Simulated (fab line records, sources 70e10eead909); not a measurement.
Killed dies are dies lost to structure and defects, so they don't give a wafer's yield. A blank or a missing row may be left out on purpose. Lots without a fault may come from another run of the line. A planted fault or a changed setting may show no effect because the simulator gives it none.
fab line records	flow nandHarc
[record] lots = 24	wafers = 72	lastDay = 33
route steps=1302 shown A_STAIRCASE@749
lots that met no fault: from a run of the same line without faults
startH: hours from the record's first day to the start of the lot's first wafer shown	waitH: how many hours have passed since the lot's step before this one	" as in the row above	L1.1+2: several wafers, shown together as one row	- no value, or no start given	* or withheld: withheld	< > ~ a bound
route shown NAME@n: names a module that has steps shown in the file, with the first one's number in the route	usual: mean and standard deviation over wafers with no fault	same: alike in all rows	chamber/n: place in a boat	sites: each site's reading	_std_site: standard deviation across them	_edge_site: outer sites' mean less inner sites'	radiusMm: how far each site lies from the wafer's centre	mask NAME#n: copy n	behind: the most recent tool/chamber to have shaped the wafer	hold: the reason the lot was held/the length of the hold in hours/how it ended	device: transistor that didn't switch, given as n, p or np	end of line: the route-end tests of the same wafers	a step given without rows: its recipe and nothing more	killed: count of dies lost to structure and defects at first sort (not the wafer's yield)	map: dies across one wafer; x = killed, . = not, _ = none there
set.NAME: the setting that was run; set.NAME@STEP: the one run at that earlier step	model.NAME: the simulator's own value behind a step, which no gauge read
one table for each step of the route and one row for each wafer, over a sample of lots
services: the hour from which a tool's chamber was out of use, counted from the record's first day as startH (under 0 if before that day), plus the number of hours and why
[[steps]]
[step NHARC_A_STAIRCASE_TRIM_235]
[recipe] timeS = 211.2	o2FlowSccm = 500	arFlowSccm = 0	biasW = 0	chemistry = O2
[usual] drypumpMotorCurrentA = 5.7/0.33	oesProductAu = 1.000/0.01	rfVppV = 57.8/0.96	showerheadPlenumPTorr = 3.54/0.17	throttleValvePct = 17.037/0.0098
lot.wafer	tool	chamber	startH	waitH	drypumpMotorCurrentA	oesProductAu	rfHoursCounterH	rfVppV	showerheadPlenumPTorr	throttleValvePct
L074.1	rieDiel-10	3	-	-	5.5	1.000	38	57.5	3.27	17.037
L074.2	"	0	"	"	5.2	0.999	35	56.2	3.46	17.032
L074.5	"	3	"	"	5.5	1.003	-	57.5	3.27	17.045
L076.2	rieDiel-10	2	-	-	5.1	0.997	44	57.7	3.54	17.028
L076.4	"	0	"	"	5.2	1.005	40	58.0	3.45	17.032
L076.5	"	2	"	"	5.1	0.991	-	57.3	3.54	17.019
L075.3	rieDiel-10	3	-	-	5.5	0.986	45	58.5	3.27	17.051
L075.1	"	2	"	"	5.1	0.982	44	57.9	3.54	17.050
L075.6	"	3	"	"	5.5	0.997	-	57.8	3.27	17.032
L077.1	rieDiel-08	1	-	-	5.9	1.005	2	58.7	3.64	17.021
L077.3	"	2	"	"	5.8	1.016	1	56.9	3.66	17.035
L077.5	"	0	"	"	5.9	0.996	-	58.5	3.68	17.031
L078.1	rieDiel-08	2	-	-	5.7	1.013	8	57.4	3.65	17.018
L078.2	"	3	"	"	6.3	0.999	8	57.2	3.31	17.040
L078.5	"	2	"	"	5.7	1.017	-	57.6	3.65	17.046
L080.3	rieDiel-08	1	-	-	5.8	0.996	18	57.6	3.64	17.051
L080.1	"	2	"	"	5.8	1.003	13	58.5	3.65	17.041
L080.5	"	1	"	"	5.9	1.002	-	58.7	3.64	17.018
L079.2	rieDiel-08	1	-	-	5.9	1.008	18	58.2	3.64	17.027
L079.1	"	2	"	"	5.8	1.022	13	58.2	3.65	17.040
L079.5	"	1	"	"	5.9	0.997	-	56.6	3.64	17.030
L081.3	rieDiel-03	3	-	-	5.6	0.981	51	56.7	3.52	17.034
L081.4	"	0	"	"	5.5	1.009	56	58.6	3.71	17.032
L081.6	"	3	"	"	5.6	0.978	-	57.4	3.52	17.055
L082.4	rieDiel-08	3	-	-	6.3	1.013	26	57.4	3.30	17.039
L082.2	"	0	"	"	5.8	0.994	28	58.7	3.66	17.039
L082.6	"	0	"	"	5.9	0.991	-	57.5	3.66	17.041
L083.1	rieDiel-10	2	-	-	5.1	0.994	15	56.7	3.52	17.042
L083.3	"	3	"	"	5.5	0.993	18	59.1	3.80	17.030
L083.2	"	0	"	"	5.2	1.009	17	58.5	3.43	17.033
L085.2	rieDiel-03	3	-	-	5.6	0.998	3	59.3	3.52	17.026
L085.1	"	0	"	"	5.5	0.998	3	59.5	3.70	17.035
L085.6	"	3	"	"	5.6	1.000	-	58.9	3.52	17.042
L086.2	rieDiel-08	1	-	-	5.9	0.990	36	57.4	3.63	17.054
L086.1	"	0	"	"	5.9	1.002	35	57.9	3.66	17.029
L086.5	"	2	"	"	5.8	1.016	-	58.3	3.64	17.039
L084.3	rieDiel-08	2	-	-	5.8	1.013	33	57.2	3.64	17.045
L084.2	"	3	"	"	6.3	1.004	33	57.1	3.29	17.016
L084.6	"	0	"	"	5.8	1.004	-	57.4	3.66	17.039
L087.1	rieDiel-03	3	-	-	5.6	1.004	12	57.3	3.51	17.045
L087.4	"	1	"	"	6.3	1.001	3	56.7	3.31	17.033
L087.6	"	3	"	"	5.6	1.011	-	57.8	3.51	17.024
L088.2	rieDiel-08	2	-	-	5.8	1.028	42	57.3	3.63	17.030
L088.3	"	3	"	"	6.3	0.993	44	57.7	3.29	17.044
L088.5	"	1	"	"	5.9	0.982	-	57.4	3.62	17.042
L091.1	rieDiel-08	3	-	-	6.3	0.998	45	58.2	3.29	17.036
L091.5	"	0	"	"	5.9	0.992	-	56.8	3.65	17.027
L091.6	"	1	"	"	5.9	0.995	-	59.5	3.62	17.037
L089.3	rieDiel-08	0	-	-	5.9	0.999	50	58.4	3.65	17.045
L089.2	"	1	"	"	5.9	0.987	49	59.1	3.62	17.041
L089.5	"	2	"	"	5.8	1.029	-	56.9	3.63	17.032
L092.1	rieDiel-10	1	-	-	6.0	1.002	34	57.0	3.30	17.039
L092.5	"	0	"	"	5.2	1.006	-	58.4	3.42	17.023
L092.6	"	1	"	"	6.0	0.991	-	57.3	3.30	17.058
L090.3	rieDiel-03	3	-	-	5.6	0.990	27	57.9	3.50	17.031
L090.2	"	1	"	"	6.3	0.981	14	56.8	3.30	17.030
L090.5	"	3	"	"	5.6	0.987	-	57.6	3.50	17.036
L093.2	rieDiel-03	0	-	-	5.5	0.994	33	59.2	3.69	17.026
L093.3	"	1	"	"	6.4	0.986	21	57.5	3.30	17.069
L093.1	"	3	"	"	5.6	1.002	36	57.5	3.50	17.022
L094.2	rieDiel-03	2	-	-	5.7	0.997	34	59.2	3.79	17.037
L094.4	"	1	"	"	6.3	0.996	26	57.7	3.29	17.030
L094.5	"	2	"	"	5.6	0.995	-	57.4	3.79	17.031
L095.3	rieDiel-03	0	-	-	5.5	0.995	40	56.7	3.68	17.045
L095.4	"	1	"	"	6.4	0.994	29	57.1	3.29	17.043
L095.6	"	2	"	"	5.7	0.999	-	59.4	3.79	17.047
L096.3	rieDiel-10	2	-	-	5.1	1.001	57	57.9	3.50	17.038
L096.1	"	1	"	"	6.0	0.998	53	56.3	3.29	17.044
L096.6	"	3	"	"	5.5	0.999	-	57.1	3.77	17.032
L097.1	rieDiel-03	1	-	-	6.3	0.990	32	55.7	3.29	17.021
L097.2	"	0	"	"	5.5	1.011	43	60.5	3.68	17.028
L097.6	"	3	"	"	5.6	1.002	-	58.9	3.49	17.039
[step NHARC_A_STAIRCASE_ETCH_236]
[recipe] targetDepthA = 1000	timeS = 40.5	ionEnergyEv = 400	c4f8FlowSccm = 20	o2FlowSccm = 10	arFlowSccm = withheld	rfW = 600	biasW = 1000	chemistry = C4F8/O2
[usual] oesProductAu = 0.944/0.013	rfVppV = 896/6.4
lot.wafer	tool	chamber	startH	waitH	oesProductAu	rfHoursCounterH	rfVppV
L074.2	rieDiel-10	0	-	-	0.953	35	894
L074.1	"	3	"	"	0.953	38	887
L074.5	"	1	"	"	0.959	-	888
L076.2	rieDiel-10	3	-	-	0.941	44	887
L076.4	"	2	"	"	0.936	44	896
L076.5	"	3	"	"	0.949	-	886
L075.3	rieDiel-10	3	-	-	0.951	45	887
L075.1	"	0	"	"	0.933	41	894
L075.6	"	2	"	"	0.935	-	895
L077.3	rieDiel-08	2	-	-	0.964	1	899
L077.1	"	0	"	"	0.934	2	901
L077.5	"	2	"	"	0.962	-	899
L078.2	rieDiel-08	2	-	-	0.956	8	900
L078.1	"	0	"	"	0.945	11	901
L078.5	"	1	"	"	0.951	-	901
L080.3	rieDiel-03	2	420.38	-	0.917	45	886
L080.1	"	1	"	"	0.913	45	889
L080.5	"	3	"	"	0.912	-	895
L079.2	rieDiel-08	0	-	-	0.940	17	902
L079.1	"	2	"	"	0.969	13	900
L079.5	"	3	"	"	0.969	-	887
L081.3	rieDiel-03	3	-	-	0.925	52	897
L081.4	"	1	"	"	0.939	50	887
L081.6	"	3	"	"	0.917	-	897
L082.4	rieDiel-08	1	-	-	0.946	27	900
L082.2	"	2	"	"	0.956	23	900
L082.6	"	2	"	"	0.949	-	901
L083.3	rieDiel-10	1	-	-	0.941	14	886
L083.1	"	2	"	"	0.923	16	895
L083.2	"	3	"	"	0.919	19	906
L085.1	rieDiel-03	3	-	-	0.942	4	895
L085.2	"	0	"	"	0.931	4	902
L085.6	"	3	"	"	0.945	-	895
L086.2	rieDiel-08	2	-	-	0.964	31	900
L086.1	"	3	"	"	0.967	32	886
L086.5	"	1	"	"	0.943	-	901
L084.2	rieDiel-08	0	-	-	0.936	37	901
L084.3	"	2	"	"	0.965	33	899
L084.6	"	1	"	"	0.942	-	899
L087.1	rieDiel-03	3	-	-	0.945	12	895
L087.4	"	1	"	"	0.943	3	889
L087.6	"	3	"	"	0.946	-	895
L088.2	rieDiel-08	0	-	-	0.953	45	901
L088.3	"	2	"	"	0.975	42	900
L088.5	"	3	"	"	0.957	-	887
L091.1	rieDiel-08	1	-	-	0.917	46	900
L091.6	"	2	"	"	0.961	-	899
L091.5	"	3	"	"	0.950	-	886
L089.3	rieDiel-08	3	-	-	0.941	48	887
L089.2	"	0	"	"	0.957	50	899
L089.5	"	2	"	"	0.974	-	901
L092.1	rieDiel-10	0	-	-	0.940	38	895
L092.5	"	1	"	"	0.933	-	888
L092.6	"	2	"	"	0.923	-	896
L090.2	rieDiel-03	2	-	-	0.961	22	906
L090.3	"	0	"	"	0.936	26	902
L090.5	"	2	"	"	0.963	-	905
L093.3	rieDiel-03	1	-	-	0.927	21	888
L093.1	"	2	"	"	0.950	31	903
L093.2	"	3	"	"	0.936	36	894
L094.2	rieDiel-03	3	-	-	0.945	38	894
L094.4	"	0	"	"	0.957	37	900
L094.5	"	2	"	"	0.946	-	906
L095.3	rieDiel-03	2	-	-	0.939	39	906
L095.4	"	3	"	"	0.958	42	895
L095.6	"	1	"	"	0.950	-	886
L096.1	rieDiel-10	2	-	-	0.937	57	895
L096.3	"	0	"	"	0.946	58	893
L096.6	"	2	"	"	0.936	-	895
L097.2	rieDiel-03	1	-	-	0.948	33	887
L097.1	"	3	"	"	0.940	45	894
L097.6	"	3	"	"	0.940	-	895
[step NHARC_A_STAIRCASE_STRIP_254]
[recipe] powerW = 1500	tempC = 250	chemistry = O2
[usual] drypumpMotorCurrentA = 6.0/0.38	heaterPowerW = 341/30
lot.wafer	tool	chamber	startH	waitH	drypumpMotorCurrentA	heaterPowerW	rfHoursCounterH
L074.1	plasmaAsher-01	0	366.55	-	5.7	315	4
L074.2	"	1	"	"	5.7	395	4
L074.5	"	1	"	"	5.7	388	-
L076.2	plasmaAsher-02	0	382.44	-	6.6	363	27
L076.4	"	1	"	"	5.9	306	-
L076.5	"	1	"	"	5.9	296	-
L075.1	plasmaAsher-01	1	382.81	-	5.7	384	8
L075.3	"	0	"	"	5.7	317	-
L075.6	"	0	"	"	5.7	320	-
L077.1	plasmaAsher-02	1	388.86	-	5.9	307	29
L077.3	"	0	"	"	6.6	366	-
L077.5	"	1	"	"	5.9	304	-
L078.1	plasmaAsher-01	1	404.47	-	5.7	383	12
L078.2	"	0	"	"	5.7	318	12
L078.5	"	0	"	"	5.7	314	-
L080.1	plasmaAsher-01	0	422.12	-	5.7	312	15
L080.3	"	0	"	"	5.7	323	-
L080.5	"	0	"	"	5.7	318	-
L079.1	plasmaAsher-02	1	422.32	-	6.0	302	34
L079.2	"	0	"	"	6.6	360	34
L079.5	"	0	"	"	6.6	356	-
L081.4	plasmaAsher-01	1	440.55	-	5.7	395	-
L081.3	"	0	"	"	5.7	323	-
L081.6	"	0	"	"	5.7	323	-
L082.2	plasmaAsher-01	1	457.96	-	5.7	387	25
L082.4	"	1	"	"	5.7	382	-
L082.6	"	1	"	"	5.7	393	-
L083.1	plasmaAsher-02	1	472.54	-	6.0	309	8
L083.2	"	0	"	"	6.6	364	8
L083.3	"	1	"	"	5.9	313	-
L085.2	plasmaAsher-02	1	477.09	-	6.0	307	9
L085.1	"	0	"	"	6.6	367	9
L085.6	"	1	"	"	5.9	312	-
L086.1	plasmaAsher-02	0	478.02	-	6.6	358	9
L086.2	"	1	"	"	5.9	311	9
L086.5	"	0	"	"	6.6	365	-
L084.2	plasmaAsher-02	1	482.86	-	6.0	308	10
L084.3	"	1	"	"	6.0	308	-
L084.6	"	0	"	"	6.6	363	-
L087.1	plasmaAsher-01	0	494.80	-	5.7	314	32
L087.4	"	1	"	"	5.7	378	-
L087.6	"	0	"	"	5.7	317	-
L088.2	plasmaAsher-01	1	516.73	-	5.7	385	36
L088.3	"	1	"	"	5.6	394	-
L088.5	"	0	"	"	5.7	317	-
L091.1	plasmaAsher-02	1	524.03	-	5.9	318	19
L091.5	"	0	"	"	6.6	363	-
L091.6	"	1	"	"	5.9	312	-
L089.2	plasmaAsher-01	1	532.36	-	5.7	355	1
L089.3	"	0	"	"	5.7	327	-
L089.5	"	1	"	"	5.7	354	-
L092.1	plasmaAsher-02	1	535.49	-	5.9	314	22
L092.5	"	1	"	"	6.0	306	-
L092.6	"	0	"	"	6.6	363	-
L090.2	plasmaAsher-01	0	535.90	-	5.7	314	2
L090.3	"	1	"	"	5.7	356	-
L090.5	"	1	"	"	5.7	351	-
L093.1	plasmaAsher-02	0	553.75	-	6.6	370	26
L093.2	"	1	"	"	5.9	309	26
L093.3	"	1	"	"	5.9	305	-
L094.2	plasmaAsher-02	1	566.33	-	5.9	311	29
L094.4	"	0	"	"	6.6	361	-
L094.5	"	1	"	"	5.9	316	-
L095.4	plasmaAsher-01	0	583.22	-	5.7	316	-
L095.3	"	1	"	"	5.6	354	-
L095.6	"	0	"	"	5.7	311	-
L096.1	plasmaAsher-01	1	583.54	-	5.7	358	11
L096.3	"	0	"	"	5.7	311	-
L096.6	"	1	"	"	5.7	349	-
L097.1	plasmaAsher-02	1	593.73	-	6.0	313	36
L097.2	"	0	"	"	6.6	370	36
L097.6	"	0	"	"	6.6	354	-
[step NHARC_A_STAIRCASE_ETCH_451]
[recipe] targetDepthA = 300	overetchA = 30	timeS = 16.5	ionEnergyEv = 100	cf4FlowSccm = 80	o2FlowSccm = 20	arFlowSccm = 0	rfW = 300	biasW = 100	chemistry = CF4/O2
[usual] drypumpMotorCurrentA = 5.7/0.35	oesProductAu = 1.001/0.011	rfVppV = 198.0/1.5	showerheadPlenumPTorr = 1.34/0.067	throttleValvePct = 13.397/0.01
lot.wafer	tool	chamber	startH	waitH	drypumpMotorCurrentA	oesProductAu	rfHoursCounterH	rfVppV	showerheadPlenumPTorr	throttleValvePct
L074.1	rieDiel-03	1	-	-	6.3	0.996	31	197.2	1.25	13.401
L074.2	"	3	"	"	5.6	0.979	25	197.4	1.34	13.408
L074.5	"	2	"	"	5.7	0.989	-	195.7	1.24	13.392
L076.2	rieDiel-10	0	-	-	5.2	1.014	47	198.0	1.30	13.393
L076.4	"	1	"	"	6.0	0.997	44	196.2	1.26	13.399
L076.5	"	0	"	"	5.2	1.006	-	197.7	1.30	13.386
L075.3	rieDiel-10	2	-	-	5.1	0.990	49	198.1	1.34	13.391
L075.1	"	3	"	"	5.5	1.009	52	195.1	1.23	13.400
L075.6	"	0	"	"	5.2	1.005	-	196.9	1.30	13.409
L077.3	rieDiel-08	1	-	-	5.9	1.006	8	199.2	1.38	13.390
L077.1	"	3	"	"	6.3	1.012	6	195.3	1.25	13.402
L077.5	"	0	"	"	5.9	0.992	-	197.5	1.39	13.372
L078.1	rieDiel-10	0	-	-	5.2	1.009	54	197.4	1.30	13.397
L078.2	"	3	"	"	5.5	0.998	59	195.8	1.23	13.380
L078.5	"	0	"	"	5.2	0.995	-	197.1	1.30	13.399
L080.3	rieDiel-08	1	-	-	5.8	0.999	19	197.5	1.38	13.387
L080.1	"	2	"	"	5.8	1.008	14	199.9	1.38	13.421
L080.5	"	0	"	"	5.9	0.995	-	198.6	1.39	13.395
L079.1	rieDiel-03	0	-	-	5.6	0.987	50	199.4	1.41	13.405
L079.2	"	1	"	"	6.3	0.983	46	196.7	1.25	13.383
L079.5	"	1	"	"	6.3	0.988	-	196.2	1.25	13.400
L081.4	rieDiel-08	2	-	-	5.8	1.009	19	197.7	1.38	13.386
L081.3	"	1	"	"	5.9	0.988	24	197.8	1.38	13.390
L081.6	"	3	"	"	6.3	1.016	-	196.7	1.24	13.399
L082.4	rieDiel-08	3	-	-	6.3	1.006	26	195.7	1.24	13.391
L082.2	"	1	"	"	5.9	0.990	28	198.6	1.38	13.390
L082.6	"	3	"	"	6.3	1.003	-	196.7	1.24	13.407
L083.3	rieDiel-10	2	-	-	5.1	0.995	18	199.1	1.33	13.389
L083.1	"	3	"	"	5.5	0.985	22	199.4	1.44	13.413
L083.2	"	0	"	"	5.2	1.006	20	196.5	1.30	13.396
L086.1	rieDiel-08	2	-	-	5.7	1.022	33	197.4	1.38	13.400
L086.2	"	0	"	"	5.9	0.999	37	197.4	1.39	13.400
L086.5	"	2	"	"	5.8	1.010	-	197.8	1.38	13.391
L085.1	rieDiel-10	2	-	-	5.1	0.995	24	198.8	1.33	13.387
L085.2	"	0	"	"	5.2	0.997	23	196.8	1.30	13.398
L085.6	"	2	"	"	5.1	0.994	-	196.6	1.33	13.389
L084.3	rieDiel-03	3	-	-	5.6	1.000	10	198.2	1.33	13.401
L084.2	"	0	"	"	5.5	0.990	10	200.3	1.40	13.394
L084.6	"	3	"	"	5.6	0.997	-	197.8	1.33	13.399
L087.1	rieDiel-10	0	-	-	5.2	0.988	27	197.1	1.30	13.393
L087.4	"	3	"	"	5.5	0.991	30	200.0	1.44	13.406
L087.6	"	0	"	"	5.2	0.996	-	197.0	1.30	13.398
L088.2	rieDiel-10	2	-	-	5.1	0.985	33	197.3	1.33	13.416
L088.3	"	1	"	"	6.0	0.993	30	195.8	1.25	13.416
L088.5	"	2	"	"	5.1	0.989	-	198.3	1.33	13.409
L091.1	rieDiel-03	3	-	-	5.6	0.996	24	197.2	1.33	13.392
L091.5	"	1	"	"	6.3	0.988	-	194.0	1.25	13.387
L091.6	"	2	"	"	5.6	1.004	-	199.2	1.44	13.413
L089.2	rieDiel-08	1	-	-	5.8	0.993	51	200.0	1.37	13.413
L089.3	"	2	"	"	5.7	1.039	48	199.1	1.38	13.396
L089.5	"	1	"	"	5.8	0.989	-	198.7	1.37	13.386
L090.3	rieDiel-10	1	-	-	6.0	0.999	37	196.6	1.25	13.387
L090.2	"	3	"	"	5.5	1.009	45	200.5	1.44	13.398
L090.5	"	2	"	"	5.1	0.986	-	197.4	1.33	13.395
L092.1	rieDiel-08	2	-	-	5.8	1.036	51	198.4	1.38	13.387
L092.6	"	1	"	"	5.9	0.989	-	198.6	1.37	13.383
L092.5	"	2	"	"	5.8	1.037	-	199.3	1.38	13.403
L093.1	rieDiel-08	1	-	-	5.9	0.996	1	198.6	1.37	13.417
L093.2	"	2	"	"	5.8	1.014	1	198.7	1.38	13.414
L093.3	"	3	"	"	6.3	1.011	0	200.5	1.45	13.391
L094.4	rieDiel-08	0	-	-	5.9	1.008	3	198.0	1.38	13.401
L094.2	"	1	"	"	5.9	0.996	2	197.2	1.37	13.390
L094.5	"	2	"	"	5.7	1.000	-	198.5	1.37	13.403
L096.1	rieDiel-08	3	-	-	6.3	1.013	6	201.5	1.44	13.381
L096.3	"	2	"	"	5.7	1.004	6	197.2	1.37	13.409
L096.6	"	3	"	"	6.3	1.010	-	199.4	1.44	13.393
L095.3	rieDiel-03	1	-	-	6.3	0.989	31	194.7	1.24	13.387
L095.4	"	3	"	"	5.6	0.998	-	198.3	1.32	13.386
L095.6	"	1	"	"	6.3	0.987	-	196.6	1.24	13.419
L097.2	rieDiel-08	0	-	-	5.8	1.001	8	198.6	1.38	13.404
L097.1	"	1	"	"	5.9	0.991	8	198.9	1.37	13.400
L097.6	"	0	"	"	5.9	1.001	-	198.2	1.38	13.399
[step NHARC_A_STAIRCASE_ETCH_273]
[recipe] targetDepthA = 1.02e+05	timeS = 2468.6	ionEnergyEv = 800	c4f8FlowSccm = 80	o2FlowSccm = 60	arFlowSccm = withheld	rfW = 600	biasW = 3000	chemistry = C4F8/O2/Ar
[usual] oesProductAu = 0.935/0.012	rfVppV = 1828/13
lot.wafer	tool	chamber	startH	waitH	oesProductAu	rfHoursCounterH	rfVppV
L074.1	rieDiel-03	1	-	-	0.921	31	1812
L074.2	"	3	"	"	0.929	26	1826
L074.5	"	0	"	"	0.920	-	1839
L076.4	rieDiel-10	2	-	-	0.934	48	1827
L076.2	"	3	"	"	0.930	51	1805
L076.5	"	1	"	"	0.931	-	1811
L075.3	rieDiel-10	2	-	-	0.940	49	1829
L075.1	"	1	"	"	0.930	46	1810
L075.6	"	2	"	"	0.933	-	1827
L077.3	rieDiel-08	1	-	-	0.924	8	1836
L077.1	"	2	"	"	0.950	6	1837
L077.5	"	1	"	"	0.919	-	1834
L078.1	rieDiel-10	2	-	-	0.924	57	1829
L078.2	"	3	"	"	0.930	59	1807
L078.5	"	0	"	"	0.940	-	1820
L080.1	rieDiel-08	1	-	-	0.919	20	1833
L080.3	"	2	"	"	0.938	15	1836
L080.5	"	0	"	"	0.914	-	1837
L079.2	rieDiel-03	3	-	-	0.914	45	1825
L079.1	"	0	"	"	0.926	51	1840
L079.5	"	2	"	"	0.939	-	1806
L081.4	rieDiel-08	0	-	-	0.950	26	1838
L081.3	"	1	"	"	0.941	24	1834
L081.6	"	3	"	"	0.952	-	1809
L082.2	rieDiel-08	1	-	-	0.930	28	1833
L082.4	"	2	"	"	0.945	24	1835
L082.6	"	0	"	"	0.921	-	1839
L083.1	rieDiel-10	2	-	-	0.934	18	1827
L083.2	"	3	"	"	0.930	22	1846
L083.3	"	0	"	"	0.938	21	1820
L086.2	rieDiel-08	0	-	-	0.928	37	1837
L086.1	"	2	"	"	0.950	33	1835
L086.5	"	0	"	"	0.928	-	1836
L085.1	rieDiel-10	1	-	-	0.921	20	1811
L085.2	"	2	"	"	0.923	24	1825
L085.6	"	2	"	"	0.918	-	1827
L084.2	rieDiel-03	2	-	-	0.941	8	1847
L084.3	"	0	"	"	0.920	10	1840
L084.6	"	2	"	"	0.925	-	1848
L087.4	rieDiel-10	3	-	-	0.935	31	1846
L087.1	"	0	"	"	0.938	27	1820
L087.6	"	0	"	"	0.932	-	1819
L088.3	rieDiel-10	3	-	-	0.935	36	1847
L088.2	"	1	"	"	0.950	30	1811
L088.5	"	0	"	"	0.947	-	1820
L091.1	rieDiel-03	3	-	-	0.947	24	1825
L091.5	"	3	"	"	0.953	-	1826
L091.6	"	0	"	"	0.940	-	1837
L089.3	rieDiel-08	2	-	-	0.950	49	1834
L089.2	"	3	"	"	0.931	50	1810
L089.5	"	1	"	"	0.918	-	1834
L090.2	rieDiel-10	2	-	-	0.925	41	1826
L090.3	"	3	"	"	0.928	46	1846
L090.5	"	3	"	"	0.921	-	1846
L092.1	rieDiel-08	2	-	-	0.966	52	1836
L092.5	"	2	"	"	0.969	-	1835
L092.6	"	3	"	"	0.947	-	1807
L093.1	rieDiel-08	0	-	-	0.965	1	1836
L093.2	"	1	"	"	0.925	1	1834
L093.3	"	2	"	"	0.945	1	1833
L094.2	rieDiel-08	2	-	-	0.950	3	1833
L094.4	"	3	"	"	0.961	3	1847
L094.5	"	2	"	"	0.944	-	1835
L095.3	rieDiel-03	3	-	-	0.937	43	1823
L095.4	"	0	"	"	0.932	-	1837
L095.6	"	1	"	"	0.926	-	1809
L096.1	rieDiel-08	2	-	-	0.933	6	1833
L096.3	"	3	"	"	0.938	6	1847
L096.6	"	2	"	"	0.926	-	1834
L097.2	rieDiel-08	1	-	-	0.946	8	1834
L097.1	"	2	"	"	0.963	9	1833
L097.6	"	0	"	"	0.938	-	1835
[step NHARC_A_STAIRCASE_DEP_322]
[recipe] targetThkA = 72000	tempC = 400	targetThkNm = 7200	teosFlowSccm = 200	rfW = 500	material = SiO2
[usual] heaterPowerW = 702/120
lot.wafer	tool	chamber	startH	waitH	heaterPowerW
L074.2	pecvd-03	2	414.79	0.2	615
L074.1	"	1	"	"	714
L074.5	"	0	"	"	662
L076.2	pecvd-01	0	429.45	0.2	833
L076.5	"	2	"	"	580
L076.4	"	0	"	"	723
L075.1	pecvd-02	0	429.45	0.2	803
L075.3	"	1	"	"	887
L075.6	"	0	"	"	663
L077.1	pecvd-01	0	433.69	0.1	854
L077.3	"	2	"	"	663
L077.5	"	0	"	"	714
L078.2	pecvd-03	1	451.83	0.1	704
L078.1	"	2	"	"	649
L078.5	"	2	"	"	532
L080.1	pecvd-03	2	462.16	0.1	622
L080.3	"	1	"	"	742
L080.5	"	0	"	"	670
L079.1	pecvd-02	0	462.16	0.1	694
L079.2	"	2	"	"	682
L079.5	"	2	"	"	548
L081.3	pecvd-03	2	481.09	0.3	609
L081.6	"	0	"	"	668
L081.4	"	2	"	"	533
L082.2	pecvd-02	0	501.76	0.2	792
L082.4	"	0	"	"	685
L082.6	"	1	"	"	801
L086.1	pecvd-02	0	522.93	0.1	839
L086.2	"	1	"	"	988
L086.5	"	1	"	"	789
L085.2	pecvd-01	0	522.93	0.1	843
L085.1	"	2	"	"	574
L085.6	"	2	"	"	523
L083.2	pecvd-03	0	522.93	0.1	684
L083.1	"	1	"	"	767
L083.3	"	2	"	"	640
L084.2	pecvd-01	2	529.04	0.1	627
L084.3	"	1	"	"	864
L084.6	"	0	"	"	696
L087.1	pecvd-02	0	539.24	0.1	749
L087.4	"	0	"	"	667
L087.6	"	2	"	"	522
L088.3	pecvd-01	0	557.81	0.2	851
L088.2	"	1	"	"	797
L088.5	"	2	"	"	531
L091.1	pecvd-01	2	566.90	0.3	556
L091.6	"	1	"	"	790
L091.5	"	2	"	"	517
L090.3	pecvd-03	1	580.02	0.1	805
L090.2	"	0	"	"	795
L090.5	"	0	"	"	702
L089.2	pecvd-01	1	580.02	0.1	916
L089.3	"	0	"	"	714
L089.5	"	2	"	"	525
L092.1	pecvd-02	1	580.04	0.1	982
L092.5	"	1	"	"	801
L092.6	"	0	"	"	661
L093.1	pecvd-01	1	600.84	0.1	779
L093.3	"	2	"	"	664
L093.2	"	0	"	"	796
L094.2	pecvd-01	0	609.31	0.1	846
L094.4	"	0	"	"	689
L094.5	"	1	"	"	794
L095.3	pecvd-02	0	627.27	0.1	643
L095.4	"	0	"	"	617
L095.6	"	2	"	"	524
L096.3	pecvd-03	0	627.27	0.1	840
L096.1	"	2	"	"	589
L096.6	"	0	"	"	696
L097.1	pecvd-02	0	643.45	0.3	696
L097.2	"	1	"	"	985
L097.6	"	1	"	"	822
[[services]]
tool	chamber	startH	hours	kind
plasmaAsher-01	-	342.00	9.0	pm
rieDiel-08	1	345.55	2.6	repair
rieDiel-03	3	353.14	5.0	repair
pecvd-03	-	366.61	13.0	pm
rieDiel-08	-	371.69	9.0	pm
rieDiel-03	1	381.98	11.9	repair
rieDiel-08	2	382.30	3.3	repair
pecvd-03	0	394.48	8.3	repair
pecvd-02	-	408.24	13.0	pm
plasmaAsher-02	-	426.28	9.0	pm
rieDiel-10	-	427.72	0.3	repair
rieDiel-03	-	442.14	0.5	repair
rieDiel-03	-	458.33	9.0	pm
pecvd-01	-	488.48	5.4	repair
plasmaAsher-01	-	519.00	9.0	pm
rieDiel-08	-	549.09	9.0	pm
rieDiel-03	3	555.71	3.1	repair
rieDiel-03	2	586.42	7.1	repair
pecvd-02	-	589.24	13.0	pm
rieDiel-10	-	596.94	9.0	pm
rieDiel-03	2	603.27	6.9	repair
plasmaAsher-02	-	603.32	9.0	pm
rieDiel-08	2	606.03	5.7	repair
rieDiel-03	-	635.33	9.0	pm
[[key]]
fault none
